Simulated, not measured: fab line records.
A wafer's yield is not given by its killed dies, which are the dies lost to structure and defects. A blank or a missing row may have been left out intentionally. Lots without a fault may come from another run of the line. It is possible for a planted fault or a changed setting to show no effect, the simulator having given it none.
Split-lot study :: flow n5 finfet :: 21 wafers read from 7 lots, route of 1938 steps

## ON THE SPLIT
At N5_FIN_SAQP_PECVD_06 (deposits a-Si from SiH4/He, target thk 60 nm, time 48.1 s), the setting time s was moved away from the recipe's 48.1 s on 9 of the 21 wafers read, by -12.3% to +14.9%. For the rest of the wafers, this setting stayed at what the recipe calls for.

## FROM THE SPLIT TO THE READING: what the file shows between them, 5 steps
- N5_FIN_SAQP_THK_MEAS_07
- N5_FIN_SAQP_HM_DEP_72: deposits SiO2 from SiH4/N2O, target thk 12 nm, time 7.2 s
- N5_FIN_SAQP_COAT_49: time 60 s, resist thk 100 nm
- N5_FIN_SAQP_HM_OPEN_73: chemistry CHF3/O2, target SiO2, stops on a-Si, target depth 12 nm, time 16.8 s
- N5_FIN_SAQP_STRIP_74: strips in CHF3/O2

## THE READING
oes product au, in a.u., at N5_FIN_SAQP_MANDREL_ETCH_22 (etches a-Si in HBr/Cl2, stops on SiNx, target depth 60 nm, bt time 10 s, time 30 s). Fault-free wafers of this fab line usually give 0.776 a.u., standard deviation 0.011 a.u.

wafer: L075.3
tool, chamber at the split: pecvd-01, 2
time s as run, s: 48.1
against the recipe: recipe
oes product au, a.u.: 0.779
against lot-mates on the recipe: -

wafer: L075.4
tool, chamber at the split: pecvd-01, 1
time s as run, s: 48.1
against the recipe: recipe
oes product au, a.u.: 0.780
against lot-mates on the recipe: -

wafer: L075.6
tool, chamber at the split: pecvd-01, 2
time s as run, s: 52.96
against the recipe: +10.1%
oes product au, a.u.: 0.820
against lot-mates on the recipe: +0.040

wafer: L076.3
tool, chamber at the split: pecvd-02, 2
time s as run, s: 42.17
against the recipe: -12.3%
oes product au, a.u.: 0.714
against lot-mates on the recipe: -0.073

wafer: L076.5
tool, chamber at the split: pecvd-02, 1
time s as run, s: 42.17
against the recipe: -12.3%
oes product au, a.u.: 0.716
against lot-mates on the recipe: -0.071

wafer: L076.6
tool, chamber at the split: pecvd-02, 0
time s as run, s: 48.1
against the recipe: recipe
oes product au, a.u.: 0.787
against lot-mates on the recipe: -

wafer: L077.1
tool, chamber at the split: pecvd-02, 0
time s as run, s: 45.37
against the recipe: -5.7%
oes product au, a.u.: 0.739
against lot-mates on the recipe: -0.026

wafer: L077.2
tool, chamber at the split: pecvd-02, 1
time s as run, s: 48.1
against the recipe: recipe
oes product au, a.u.: 0.765
against lot-mates on the recipe: -

wafer: L077.3
tool, chamber at the split: pecvd-02, 2
time s as run, s: 45.37
against the recipe: -5.7%
oes product au, a.u.: 0.763
against lot-mates on the recipe: -0.002

wafer: L080.2
tool, chamber at the split: pecvd-04, 0
time s as run, s: 43.74
against the recipe: -9.1%
oes product au, a.u.: 0.724
against lot-mates on the recipe: -0.040

wafer: L080.3
tool, chamber at the split: pecvd-04, 2
time s as run, s: 43.74
against the recipe: -9.1%
oes product au, a.u.: 0.722
against lot-mates on the recipe: -0.042

wafer: L080.5
tool, chamber at the split: pecvd-04, 2
time s as run, s: 48.1
against the recipe: recipe
oes product au, a.u.: 0.764
against lot-mates on the recipe: -

wafer: L081.3
tool, chamber at the split: pecvd-02, 1
time s as run, s: 48.1
against the recipe: recipe
oes product au, a.u.: 0.770
against lot-mates on the recipe: -

wafer: L081.5
tool, chamber at the split: pecvd-02, 1
time s as run, s: 48.1
against the recipe: recipe
oes product au, a.u.: 0.796
against lot-mates on the recipe: -

wafer: L081.6
tool, chamber at the split: pecvd-02, 0
time s as run, s: 48.1
against the recipe: recipe
oes product au, a.u.: 0.777
against lot-mates on the recipe: -

wafer: L083.1
tool, chamber at the split: pecvd-01, 1
time s as run, s: 55.29
against the recipe: +14.9%
oes product au, a.u.: 0.835
against lot-mates on the recipe: +0.056

wafer: L083.3
tool, chamber at the split: pecvd-01, 2
time s as run, s: 48.1
against the recipe: recipe
oes product au, a.u.: 0.779
against lot-mates on the recipe: -

wafer: L083.4
tool, chamber at the split: pecvd-01, 0
time s as run, s: 55.29
against the recipe: +14.9%
oes product au, a.u.: 0.858
against lot-mates on the recipe: +0.079

wafer: L093.1
tool, chamber at the split: pecvd-02, 2
time s as run, s: 48.1
against the recipe: recipe
oes product au, a.u.: 0.782
against lot-mates on the recipe: -

wafer: L093.4
tool, chamber at the split: pecvd-02, 1
time s as run, s: 48.1
against the recipe: recipe
oes product au, a.u.: 0.800
against lot-mates on the recipe: -

wafer: L093.5
tool, chamber at the split: pecvd-02, 0
time s as run, s: 48.1
against the recipe: recipe
oes product au, a.u.: 0.780
against lot-mates on the recipe: -

FIT RESULTS
A straight line over all 21 wafers: oes product au changes by +0.00492 a.u. for each +1% of time s; r = +0.96; the points scatter about the line by 0.011 a.u.
The same after taking each lot's own level away (the mean of its wafers on the recipe; 21 wafers): +0.00471 a.u. for each +1%; r = +0.96; scatter 0.01 a.u.
According to that fit, moving time s by its largest amount changes the reading by 0.07 a.u.
Measured against the standard deviation above, the lots' own levels, which go from 0.7640 to 0.7873 a.u., span 2.1 times it.
So the lot-to-lot level changes the slope little: the two slopes agree.
Check: with one of the wafers moved furthest among these (+14.9%) left out of the fit, the line predicts +0.0751 a.u. for it against its lot-mates. Against them it came out at +0.056 a.u.

## FURTHER SPLITS ON THESE WAFERS
Note: prior to the reading, these wafers also went through further splits. Each is held against what the fit with the lots' levels taken away leaves over:
other split on the same wafers: N5_ZERO_LAYER_EXPOSE_08 dose mj
wafers away from the commonest value: 7
r with oes product au (lot level and that fit taken away): -0.12

other split on the same wafers: N5_ZERO_LAYER_DESCUM_16 time s
wafers away from the commonest value: 7
r with oes product au (lot level and that fit taken away): +0.09

other split on the same wafers: N5_WELL_APT_COAT_19 spin rpm
wafers away from the commonest value: 5
r with oes product au (lot level and that fit taken away): +0.49

other split on the same wafers: N5_WELL_APT_PEB_23 peb temp c
wafers away from the commonest value: 6
r with oes product au (lot level and that fit taken away): +0.03

other split on the same wafers: N5_FIN_SAQP_PECVD_48 time s
wafers away from the commonest value: 8
r with oes product au (lot level and that fit taken away): -0.30

## THE WHOLE CHAIN: every reading that the file lists as answering this split, in the file's order
step: N5_FIN_SAQP_PECVD_06
what it does: deposits a-Si from SiH4/He, target thk 60 nm, time 48.1 s
reading: a-Si_of_FIN_SAQP_PECVD_06.thk nm (the simulator's own value, which no gauge read)
change (the file's fit): +0.639 nm for each +1% of the setting
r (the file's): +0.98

step: N5_FIN_SAQP_THK_MEAS_07
what it does: 
reading: thk nm
change (the file's fit): withheld for each +1% of the setting
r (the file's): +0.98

step: N5_FIN_SAQP_MANDREL_ETCH_22
what it does: etches a-Si in HBr/Cl2, stops on SiNx, target depth 60 nm, bt time 10 s, time 30 s
reading: oes product au
change (the file's fit): +0.00465 a.u. for each +1% of the setting
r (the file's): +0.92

step: N5_FIN_SAQP_MANDREL_ETCH_22
what it does: etches a-Si in HBr/Cl2, stops on SiNx, target depth 60 nm, bt time 10 s, time 30 s
reading: etch.depth nm (the simulator's own value, which no gauge read)
change (the file's fit): +0.639 nm for each +1% of the setting
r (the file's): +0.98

## FILE'S OWN FIT
oes product au changes by +0.00465 a.u. for each +1% of time s, r = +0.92.
